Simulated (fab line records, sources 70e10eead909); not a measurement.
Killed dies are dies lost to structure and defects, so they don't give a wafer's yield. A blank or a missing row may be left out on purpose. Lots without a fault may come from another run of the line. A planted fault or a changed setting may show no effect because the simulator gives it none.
Chamber matching | flow nand_harc | NHARC_P_M0_CMP_23 on cmp-03: 3 sister chambers
The step polishes, t overpolish 20 s, target thk 117.53 nm. 14 wafers are shown with their chamber, then 6 later ones without.

WAFERS WITH THEIR CHAMBER
wafer  | chamber | motor_current_A (A) | time_to_endpoint_s (s) | edge_zone_pressure_frac
L117.3 | 2       | 11.8                | 28.7                   | 1.002
L117.4 | 1       | 12.8                | 25.6                   | 1.003
L117.5 | 2       | 11.6                | 29.5                   | 0.995
L120.1 | 2       | 11.2                | 27.9                   | 0.996
L120.4 | 1       | 13.0                | 24.4                   | 0.992
L120.5 | 2       | 11.7                | 26.9                   | 1.001
L122.1 | 0       | 11.4                | 32.2                   | 1.005
L122.3 | 2       | 11.8                | 31.5                   | 0.996
L122.6 | 0       | 12.0                | 32.3                   | 1.002
L123.1 | 2       | 11.9                | 30.7                   | 0.994
L123.2 | 1       | 12.6                | 28.4                   | 0.999
L123.4 | 0       | 11.4                | 31.7                   | 0.997
L124.1 | 0       | 11.4                | 29.0                   | 1.000
L124.2 | 2       | 11.5                | 28.3                   | 1.001

SIGNATURES (means of the wafers above)
reading                 | chamber 0 | chamber 1 | chamber 2 | scatter within a chamber
motor_current_A         | 11.550    | 12.800    | 11.643    | 0.25
time_to_endpoint_s      | 31.300    | 26.133    | 29.071    | 1.69
edge_zone_pressure_frac | 1.00100   | 0.99800   | 0.99786   | 0.00385
Rule: a wafer's distance from a chamber is the root of the sum, over the readings, of the square of ((its reading less the chamber's mean) divided by the reading's scatter). The wafer belongs to the nearest chamber; if the next one is less than 2 further off, it can't be placed. The scatter: the root of (the sum of the squares of (reading less its chamber's mean) over the shown wafers, divided by (wafers less chambers)).

WAFERS WITHOUT THEIR CHAMBER
wafer  | motor_current_A (A) | time_to_endpoint_s (s) | edge_zone_pressure_frac
L124.4 | 12.3                | 28.0                   | 0.998
L126.4 | 11.6                | 30.8                   | 1.003
L126.5 | 11.6                | 28.4                   | 1.000
L137.1 | 12.6                | 28.6                   | 1.007
L137.2 | 11.6                | 26.8                   | 1.006
L137.3 | 12.5                | 25.8                   | 0.998

WHICH CHAMBER EACH WENT THROUGH
wafer  | from the rows above          | in truth
L124.4 | can't be placed: 1 or 2 or 0 | 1
L126.4 | can't be placed: 0 or 2      | 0
L126.5 | can't be placed: 2 or 0      | 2
L137.1 | can't be placed: 1 or 2 or 0 | 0
L137.2 | can't be placed: 2 or 0      | 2
L137.3 | 1                            | 1
Placed correctly: 1 of 6. Can't be placed from these rows: 5 (the true chamber is among the candidates in 5). Placed wrongly: 0.
